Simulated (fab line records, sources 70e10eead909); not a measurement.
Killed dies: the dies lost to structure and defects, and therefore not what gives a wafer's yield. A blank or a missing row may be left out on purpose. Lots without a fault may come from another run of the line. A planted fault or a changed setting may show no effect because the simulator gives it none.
Shared-tool check + flow nandHarc + 15 wafers sampled across 5 lots

== WHY IT WAS OPENED ==
On 3 of the 5 lots, a flag is raised at NHARC_END_SORT_01 on the reading killedAtArray. Fault-free wafers read 59, with a standard deviation of 17.
Rule: a lot is flagged when every wafer of it that has a number lies more than 4 standard deviations from that mean, or none has a number. All remaining lots are regarded as sound.

| lot  | measured     | on        | killedAtArray, wafer by wafer | flag    |
|------|--------------|-----------|-------------------------------|---------|
| L187 | day 25 21:14 | prober-02 | 39 50 36                      |         |
| L190 | day 26 19:40 | prober-02 | 670 671 666                   | FLAGGED |
| L189 | day 26 19:43 | prober-01 | 672 673 673                   | FLAGGED |
| L191 | day 27 20:43 | prober-02 | 671 668 667                   | FLAGGED |
| L198 | day 30 20:09 | prober-01 | 85 82 78                      |         |
Average over the flagged lots: 670; offset from the usual +611, equal to +36 standard deviations.

== WHICH TOOL RAN EACH LOT ==
3 process steps preceding the reading are held in the record, out of 1302 steps in the route. Read each cell as the tool, then ch plus the chambers that the sampled wafers visited, then the start.
| lot  | flag    | NHARC_A_CHANNEL_HOLE_D2_ETCH_19 | NHARC_A_CHANNEL_HOLE_D2_ETCH_22 | NHARC_A_CHANNEL_HOLE_D2_ETCH_44   |
|------|---------|---------------------------------|---------------------------------|-----------------------------------|
| L187 |         | harEtch-02 ch 0,1, day 15 02:55 | harEtch-02 ch 0,1, day 15 03:52 | rieDiel-02 ch 1,2,3, day 15 07:37 |
| L190 | FLAGGED | harEtch-01 ch 0,1, day 16 00:47 | harEtch-01 ch 0,1, day 16 01:43 | rieDiel-02 ch 1,3, day 16 05:29   |
| L189 | FLAGGED | harEtch-01 ch 0,1, day 15 13:50 | harEtch-01 ch 0,1, day 15 14:43 | rieDiel-01 ch 0,1,3, day 15 18:35 |
| L191 | FLAGGED | harEtch-01 ch 0,1, day 16 14:42 | harEtch-01 ch 0,1, day 16 15:38 | rieDiel-01 ch 1,2,3, day 16 19:23 |
| L198 |         | harEtch-01 ch 0,1, day 19 06:46 | harEtch-01 ch 0,1, day 19 07:39 | rieDiel-13 ch 0,1, day 19 11:32   |
What the steps here do:
- NHARC_A_CHANNEL_HOLE_D2_ETCH_19: etches the open film in C4F8/O2/Ar, time 34.5 s.
- NHARC_A_CHANNEL_HOLE_D2_ETCH_22: etches the open film in C4F8/O2/Ar, time 666.7 s, target depth 1600 nm.
- NHARC_A_CHANNEL_HOLE_D2_ETCH_44: etches the open film in CF4/O2, target depth 140 nm, overetch 14 nm, time 77 s.
- NHARC_END_SORT_01

== FLAGGED AGAINST TOTAL, ONE TOOL AT A TIME (gauges that did the reading follow at the end) ==
| step                            | tool       | lots run | flagged | share of the flagged lots | sound lots run after its first flagged lot |
|---------------------------------|------------|----------|---------|---------------------------|--------------------------------------------|
| NHARC_A_CHANNEL_HOLE_D2_ETCH_19 | harEtch-01 | 4        | 3       | all                       | 1 (L198)                                   |
| NHARC_A_CHANNEL_HOLE_D2_ETCH_19 | harEtch-02 | 1        | 0       | none                      | -                                          |
| NHARC_A_CHANNEL_HOLE_D2_ETCH_22 | harEtch-01 | 4        | 3       | all                       | 1 (L198)                                   |
| NHARC_A_CHANNEL_HOLE_D2_ETCH_22 | harEtch-02 | 1        | 0       | none                      | -                                          |
| NHARC_A_CHANNEL_HOLE_D2_ETCH_44 | rieDiel-01 | 2        | 2       | some                      | 0                                          |
| NHARC_A_CHANNEL_HOLE_D2_ETCH_44 | rieDiel-02 | 2        | 1       | some                      | 0                                          |
| NHARC_A_CHANNEL_HOLE_D2_ETCH_44 | rieDiel-13 | 1        | 0       | none                      | -                                          |
| NHARC_END_SORT_01               | prober-01  | 2        | 1       | some                      | 1 (L198)                                   |
| NHARC_END_SORT_01               | prober-02  | 3        | 2       | some                      | 0                                          |

== WHAT IS ALLOWED BY THE TABLE ==
In 2 table rows, all flagged lots were run: harEtch-01 (NHARC_A_CHANNEL_HOLE_D2_ETCH_19), harEtch-01 (NHARC_A_CHANNEL_HOLE_D2_ETCH_22).
- harEtch-01 at NHARC_A_CHANNEL_HOLE_D2_ETCH_19 ran 4 lots, 3 of them flagged. After the first flagged lot (L198), sound lots still ran on it; a lasting fault on the whole tool would not permit that.
- harEtch-01 at NHARC_A_CHANNEL_HOLE_D2_ETCH_22 ran 4 lots, 3 of them flagged. After the first flagged lot (L198), sound lots still ran on it; a lasting fault on the whole tool would not permit that.
No row of the table ran every flagged lot and no sound lot after the first.

== WHAT THE SIMULATOR HAD PUT IN ==
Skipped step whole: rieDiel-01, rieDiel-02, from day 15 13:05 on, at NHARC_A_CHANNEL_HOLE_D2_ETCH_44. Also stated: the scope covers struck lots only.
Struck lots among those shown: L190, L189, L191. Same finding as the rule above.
